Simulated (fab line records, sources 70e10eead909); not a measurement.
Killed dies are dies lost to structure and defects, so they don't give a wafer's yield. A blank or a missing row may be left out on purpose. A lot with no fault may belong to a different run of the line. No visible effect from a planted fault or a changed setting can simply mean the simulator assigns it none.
Chamber matching	flow nandHarc	NHARC_A_CONTACT_ETCH_90 on rieDiel-11: 4 sister chambers
The step etches the open film in CH3F/O2, target depth 40 nm, time 85.7 s. 4 wafers are shown with their chamber, then 8 later ones without.

WAFERS WITH THEIR CHAMBER
wafer	chamber	showerheadPlenumPTorr (Torr)
L083.4	2	2.57
L084.6	0	2.64
L086.2	1	2.35
L088.3	3	2.59

WAFERS WHOSE CHAMBER IS MISSING
wafer	showerheadPlenumPTorr (Torr)
L088.4	2.57
L088.6	2.64
L092.1	2.58
L092.2	2.56
L092.6	2.56
L097.2	2.62
L097.5	2.58
L097.6	2.62

EACH ONE'S CHAMBER
wafer	from the rows above	in truth
L088.4	can't be placed: 2 or 3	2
L088.6	0	0
L092.1	can't be placed: 3 or 2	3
L092.2	can't be placed: 2 or 3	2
L092.6	can't be placed: 2 or 3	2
L097.2	can't be placed: 0 or 3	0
L097.5	can't be placed: 3 or 2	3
L097.6	can't be placed: 0 or 3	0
1 of 8 placed correctly. Not placeable from these rows: 7 (in 7, the candidates include the true chamber). Number placed wrongly: 0.
How it was worked out, from the rows above alone: a wafer's distance from a chamber is the root of the sum, over the readings, of the square of ((its reading less the chamber's mean) divided by the reading's scatter). If the next closest chamber is less than 2 further off than the closest, the wafer can't be placed; otherwise it belongs to the closest. The mean given for a chamber averages the wafers shown for that chamber. The scatter: with one shown wafer a chamber, the root of the mean of the squares of how far each hidden wafer lies from its nearest shown one.
